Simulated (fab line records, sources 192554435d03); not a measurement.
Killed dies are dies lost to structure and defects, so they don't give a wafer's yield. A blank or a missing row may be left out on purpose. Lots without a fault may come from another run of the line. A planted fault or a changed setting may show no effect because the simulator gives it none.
A struck lot beside a sound one | flow n5_finfet | 17 steps out of a route of 1938
Sound: wafers L991.1, L991.5, L991.6. Struck: wafer L100.2. (L100.3, L100.5 of the same lot were not struck and are left out.) The cause comes at the end.
At each step with rows: each side's tool, then ch and its chambers, then its first start. Under that, the readings that differ: sound wafers | struck wafers | difference of the means | sigmas: that difference in standard deviations of wafers without a fault.
alike: readings whose means differ by less than 2 such deviations, and words and numbers that are the same on both sides. not compared: withheld readings, readings that some wafer has no value for, bounds like >300 that may hide the same value, and numbers for which the record gives no deviation and whose values overlap.
The two part at a step that has a row with sigmas, a row that says differs or no value, or rows on one side only. Numbers that don't overlap but have no deviation are shown without sigmas and don't part them. A reading that every wafer of one side lacks parts them only if that side has two wafers or more.

first, 4 steps without rows for these wafers: N5_BEOL_M8_HM_STRIP_39 (strips TiN in peroxide tin strip, target depth 25 nm, time 158 s); N5_BEOL_M8_SRD_40 (time 30 s); N5_BEOL_M8_PRECLEAN_42 (cleans in residue remover, time 60 s); N5_BEOL_M8_SRD_43 (time 30 s).
N5_BEOL_M8_CD_MEAS_35: target cd 40 nm.
  sound on cd_sem-01, day 10 15:44; struck on cd_sem-03, day 13 06:12
  alike: cd_nm
then, 2 steps without rows for these wafers: N5_BEOL_M8_CURE_75 (cures SiCOH lowk, time 120 s); N5_BEOL_M8_DEGAS_44 (time 60 s).
N5_BEOL_M8_PRE_CLEAN_45: time 30 s.
  sound on pvd_sputter-02, day 10 16:13; struck on pvd_sputter-02, day 13 08:32
  alike: heater_power_w
N5_BEOL_M8_ALD_77: deposits TaN, target thk 2 nm, pulse time 2 s, purge time 3 s.
  sound on ald_metal-03 ch 0,1, day 10 16:17; struck on ald_metal-01 ch 0, day 13 08:36
  alike: heater_power_w, mfc_carrier_sccm
N5_BEOL_M8_SURFACE_TREAT_79:
  sound on pvd_sputter-02, day 10 16:34; struck on pvd_sputter-02, day 13 08:54
  not compared: pressure_mtorr, throttle_valve_pct
then, 1 step without rows for these wafers: N5_BEOL_M8_CVD_78 (deposits Co from CCTBA/H2, target thk 2 nm, time 142.3 s).
N5_BEOL_M8_SPUTTER_48: material Cu, target thk 10 nm, time 1.667 s.
  sound on pvd_sputter-01, day 10 16:56; struck on pvd_sputter-01, day 13 09:10
  alike: throttle_valve_pct
N5_BEOL_M8_ECD_50: material Cu, target thk 300 nm.
  sound on ecd_cu-01 ch 0,1, day 10 17:03; struck on ecd_cu-01 ch 0, day 13 09:17
  reading                                | sound         | struck | difference | sigmas
  model.Cu_of_BEOL_M8_ECD_50.thk_nm (nm) | 298.8 300 297 | 200.4  | -98.2      |
N5_BEOL_M8_ANNEAL_51: time 90 s.
  sound on rtp_anneal-01 ch 0, day 10 17:25; struck on rtp_anneal-02 ch 0, day 13 09:25
  alike: anneal_temp_c_max, wafer_temp_C_max
N5_BEOL_M8_CMP_52: polishes, stops on SiCOH lowk, t overpolish 6.9 s, target thk 80 nm.
  sound on cmp-03 ch 0,1,3, day 10 17:49; struck on cmp-01 ch 0, day 13 09:45
  reading                | sound    | struck | difference | sigmas
  time_to_endpoint_s (s) | 61 57 60 | 47     | -12        | -3
  alike: motor_current_A
N5_BEOL_M8_THK_MEAS_53: measures by xrf.
  sound on film_metro-02, day 10 18:00; struck on film_metro-02, day 13 09:58
  alike: M8_THK
then, 1 step without rows for these wafers: N5_PASSIVATION_PROBE_49.

WHERE THEY PART
Only at N5_BEOL_M8_CMP_52, within this record. Later steps at which nothing parts them and some readings are alike: N5_BEOL_M8_THK_MEAS_53.

WHY: what the simulator had put in
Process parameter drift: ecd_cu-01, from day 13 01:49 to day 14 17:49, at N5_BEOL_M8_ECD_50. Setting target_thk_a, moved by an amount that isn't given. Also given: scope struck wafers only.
